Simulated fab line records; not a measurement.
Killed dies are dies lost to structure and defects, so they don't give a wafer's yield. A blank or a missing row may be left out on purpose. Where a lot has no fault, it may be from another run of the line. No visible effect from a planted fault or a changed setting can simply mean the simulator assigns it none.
A struck lot beside a sound one    flow n5-finfet    25 out of 1938 route steps
Sound: these wafers, L935.1, L935.4, L935.5. The struck wafers were L941.1, L941.2, L941.4. The cause is named last.
Each step with rows lists, per side, the tool, then ch with its chambers, then its first start. Under that, the readings that differ: sound wafers    struck wafers    difference of the means    sigmas: that difference in standard deviations of wafers without a fault.
alike: words and numbers the same on both sides, and readings whose means are apart by under 2 such deviations; not compared: readings that were withheld, readings missing a value for some wafer, numbers with overlapping values and no deviation given by the record, and bounds like >300 which may hide the same value.
The two part at a step that has a row with sigmas, a row that says differs or no value, or rows on one side only. When numbers do not overlap yet have no deviation, they are printed without sigmas and do not part them. A reading that every wafer of one side lacks parts them only if that side has two wafers or more.

first, 10 steps without rows for these wafers: N5_SD_EPI_N_PRECLEAN_24 (cleans in O3/DIW, time 60 s); N5_SD_EPI_N_SRD_25 (time 30 s); N5_SD_EPI_N_PRECLEAN_49 (cleans in NF3:NH3, afs cycles 1, time 20 s, sublimation time 60 s); N5_SD_EPI_N_LINER_46 (material SiNx, target thk 3 nm); N5_SD_EPI_P_COAT_34 (time 60 s, resist thk 350 nm); N5_SD_EPI_P_COAT_35 (time 60 s, resist thk 35 nm); N5_SD_EPI_P_COAT_03 (resist thk 150 nm); N5_SD_EPI_P_EBR_05; N5_SD_EPI_P_SOFTBAKE_04 (time 60 s); N5_SD_EPI_P_EXPOSE_06 (exposes mask SD P BLK, target cd 240 nm).
N5_SD_EPI_P_PEB_07: peb time 60 s.
  sound on litho-track-04 ch 0, day 5 15:58; struck on litho-track-04 ch 0, day 7 04:05
reading                   sound              struck             difference  sigmas
heater-power-total-W (W)  173.0 173.1 173.1  222.1 228.1 228.2  +53.1       +31
  alike: resist-line-temp-C
then, 1 step without rows for these wafers: N5_SD_EPI_P_DEVELOP_08 (develop time 30 s).
N5_SD_EPI_P_CD_MEAS_09: target cd 240 nm.
  sound on cd-sem-03 ch 0, day 5 16:02; struck on cd-sem-03 ch 0, day 7 04:09
reading     sound              struck             difference  sigmas
cd-nm (nm)  242.0 241.1 240.8  224.4 224.6 225.3  -16.5       -22
N5_SD_EPI_P_DESCUM_14: chemistry O2, time 7.9 s.
  sound on rie-diel-04 ch 0,3, day 5 16:07; struck on rie-diel-01 ch 0,2,3, day 7 04:14
reading                      sound            struck           difference  sigmas
drypump-motor-current-A (A)  6.5 6.5 5.8      5.1 5.6 5.4      -0.9        -2
model.SD_EPI_P.cd-nm (nm)    241.8 241.2 241  224.4 225 225.2  -16.5       
  alike: chamber-pressure-mTorr, oes-product-au, rf-vpp-V, showerhead-plenum-p-Torr, throttle-valve-pct
  not compared: rf-hours-counter-h
then, 7 steps without rows for these wafers: N5_SD_EPI_P_ETCH_36 (etches SiARC in CF4, target depth 45.5 nm, time 75.8 s); N5_SD_EPI_P_ETCH_37 (etches SOC in N2/H2, overetch 108 nm, time 486 s); N5_SD_EPI_P_STRIP_38 (strips in N2/H2); N5_SD_EPI_P_ETCHBACK_46 (etches SiNx in CH3F/O2, stops on SiO2, target depth 17.5 nm); N5_SD_EPI_P_ETCH_47 (etches SiOCN in CH3F/O2, target depth 25 nm); N5_SD_EPI_P_ETCH_16 (etches SiO2 in CHF3/O2, target depth 5 nm); N5_SD_EPI_P_STRIP_50 (strips in CHF3/O2).
N5_SD_EPI_P_SD_RECESS_17: chemistry HBr/Cl2/O2, target depth 39.1 nm, bt time 3 s.
  sound on rie-si-06 ch 0,1,3, day 5 16:49; struck on rie-si-04 ch 0,2,3, day 7 04:56
reading                    sound              struck             difference  sigmas
model.SD_EPI_P.cd-nm (nm)  241.4 240.4 240.8  224.2 226.4 226.6  -15.1       
  alike: bias-w, chamber-pressure-mTorr, drypump-motor-current-A, oes_o_777_au, oes-product-au, throttle-valve-pct
  not compared: rf-hours-counter-h
then, 1 step without rows for these wafers: N5_SD_EPI_P_WET_ETCH_45 (etches SiO2 in dHF, time 10.7 s, target depth 2 nm, rinse time 30 s).
-- here the record skips 5 days between the struck wafers' starts before and after, leaving off in module SD_EPI_P and picking up in module BEOL_M4 (first step shown: number 1111 of the route) --
N5_BEOL_M4_RC_MEAS_101:
  sound on prober-01 ch 0, day 10 04:43; struck on prober-01 ch 0, day 12 01:19
  alike: DIBL_N, DIBL_P, IOFF_N, IOFF_P, ION_N, ION_P, SS_N, SS_P, VT_N, VT_P
then, 1 step without rows for these wafers: N5_PASSIVATION_PROBE_49.

WHERE THEY PART
At N5_SD_EPI_P_PEB_07 first; at N5_SD_EPI_P_DESCUM_14 last (within this record only). Later steps at which nothing parts them and some readings are alike: N5_SD_EPI_P_SD_RECESS_17, N5_BEOL_M4_RC_MEAS_101.

WHY: the cause the simulator had injected
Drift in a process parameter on litho-track-04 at N5_SD_EPI_P_PEB_07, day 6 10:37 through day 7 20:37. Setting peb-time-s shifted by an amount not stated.
